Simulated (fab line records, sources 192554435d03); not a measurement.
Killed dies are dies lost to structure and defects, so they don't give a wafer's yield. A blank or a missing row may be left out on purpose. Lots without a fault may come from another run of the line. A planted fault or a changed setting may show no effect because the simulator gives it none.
Chamber matching | flow n5_finfet | N5_BEOL_M8_ILD_DEP_00 on pecvd-02: 3 sister chambers
The step deposits SiCOH lowk from DEMS/porogen, target thk 179.75 nm, time 33.4 s. 6 wafers are shown with their chamber, then 9 later ones without.

WAFERS WITH THEIR CHAMBER
wafer  | chamber | heater_power_w (W) | throttle_valve_pct (%)
L077.6 | 1       | 329                | 14.0
L081.3 | 0       | 340                | 13.5
L081.5 | 0       | 353                | 13.3
L084.1 | 2       | 225                | 13.2
L084.2 | 1       | 373                | 14.2
L084.6 | 2       | 229                | 13.2

WAFERS WITHOUT THEIR CHAMBER
wafer  | heater_power_w (W) | throttle_valve_pct (%)
L089.2 | 317                | 13.9
L089.3 | 204                | 13.1
L089.4 | 210                | 12.8
L093.1 | 247                | 13.1
L093.2 | 342                | 14.0
L093.4 | 348                | 13.9
L095.2 | 214                | 13.3
L095.3 | 364                | 14.2
L095.4 | 360                | 14.1

WHICH CHAMBER EACH WENT THROUGH
wafer  | from the rows above | in truth
L089.2 | 1                   | 1
L089.3 | 2                   | 2
L089.4 | 2                   | 2
L093.1 | 2                   | 2
L093.2 | 1                   | 1
L093.4 | 1                   | 1
L095.2 | 2                   | 2
L095.3 | 1                   | 1
L095.4 | 1                   | 1
Placed correctly: 9 of 9. Can't be placed from these rows: 0. Placed wrongly: 0.
How it was worked out, from the rows above alone: a wafer's distance from a chamber is the root of the sum, over the readings, of the square of ((its reading less the chamber's mean) divided by the reading's scatter). The wafer belongs to the nearest chamber; if the next one is less than 2 further off, it can't be placed. A chamber's mean is the mean of its shown wafers. The scatter: the root of (the sum of the squares of (reading less its chamber's mean) over the shown wafers, divided by (wafers less chambers)).
